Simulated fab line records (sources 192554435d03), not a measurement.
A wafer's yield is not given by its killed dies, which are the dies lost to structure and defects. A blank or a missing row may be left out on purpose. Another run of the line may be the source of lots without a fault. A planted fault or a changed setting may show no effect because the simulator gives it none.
Code-filled problem report in 8D (eight disciplines) form | flow n5 finfet | the parts of the form that need people (team, actions taken, sign-off) are left out

## 1. WHAT IS WRONG
Wafers without a fault read 2769.7 s, standard deviation 0.47; run length s at N5_MOL_CONTACT_COAG_ALD_27 reads a mean of 1401.8 s on 4 wafers belonging to 3 lots. So: -99 or more standard deviations from the usual mean.
The step: deposits SiOC, target thk 17 nm, pulse time 1.5 s, time 2720 s.
First observed at day 6 19:38: wafer L693.1, on ald sin-03. Wafers with a number at this step in the record: 15, from 5 lots. By rule, "out" or "out of limits" means more than 4 standard deviations away from the usual mean. The rest of the wafers with a number are treated as sound.

## 2. WHAT IT IS, WHAT IT ISN'T
question                    | is                             | is not
which readings at this step | run length s                   | heater power w, precursor pulse height rel
which lots                  | L693, L694, L697               | L686, L704
which wafers of those lots  | L693.1, L694.6, L697.5, L697.6 | L693.2, L693.4, L694.2, L694.4, L697.4
read on which tools         | ald sin-03                     | ald sin-01
when                        | from day 6 19:38               | up to then (5 sound wafers); but 6 sound wafers of L694, L697, L704 came after

## 3. WHAT RULES OUT EACH SUSPECT
Counting: a tool at a process step up to the reading stays a suspect if it ran every lot that is out. Sound lots after the first of them don't rule it out here, since some wafers of a struck lot are sound.
- ald sin-03 at N5_MOL_CONTACT_COAG_ALD_27 (deposits SiOC, target thk 17 nm, pulse time 1.5 s, time 2720 s): kept. It processed each lot that is out (first: L693, day 6 19:38); up to then, its last sound lot is L686 (day 5 03:33). Its own readings are out on those wafers: run length s.
After counting, what remains is ald sin-03 at N5_MOL_CONTACT_COAG_ALD_27.

## 4. THE CAUSE (what the simulator had put in)
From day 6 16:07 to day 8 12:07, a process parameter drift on ald sin-03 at N5_MOL_CONTACT_COAG_ALD_27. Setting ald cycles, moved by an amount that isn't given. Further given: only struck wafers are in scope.
After counting, this tool was the only one left.

## 5. THE EFFECT CHAIN, in route order
Each row: a reading whose mean over the struck wafers that have a number lies more than 3 standard deviations from the usual. Scope: only readings with a usual standard deviation given in the record; hours: median across lots of the time from each lot's start at the first step in this table that gives one to its start at this step; sigmas: change in usual standard deviations.
hours | step                       | reading      | usual    | on struck wafers | change  | sigmas
0     | N5_MOL_CONTACT_COAG_ALD_27 | run length s | 2769.7 s | 1401.8           | -1367.9 | -99 or more
Its process steps:
- N5_MOL_CONTACT_COAG_ALD_27: deposits SiOC, target thk 17 nm, pulse time 1.5 s, time 2720 s.
At these later measuring or inspecting steps, every struck wafer for which the step has a row has a number for every such reading, and none has moved that far: N5_BEOL_M4_RC_MEAS_101.

## 6. WHAT WOULD HAVE CAUGHT IT SOONER
The fault began at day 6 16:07; the first out-of-limits reading in this record came at day 6 19:38, 4 hours later.
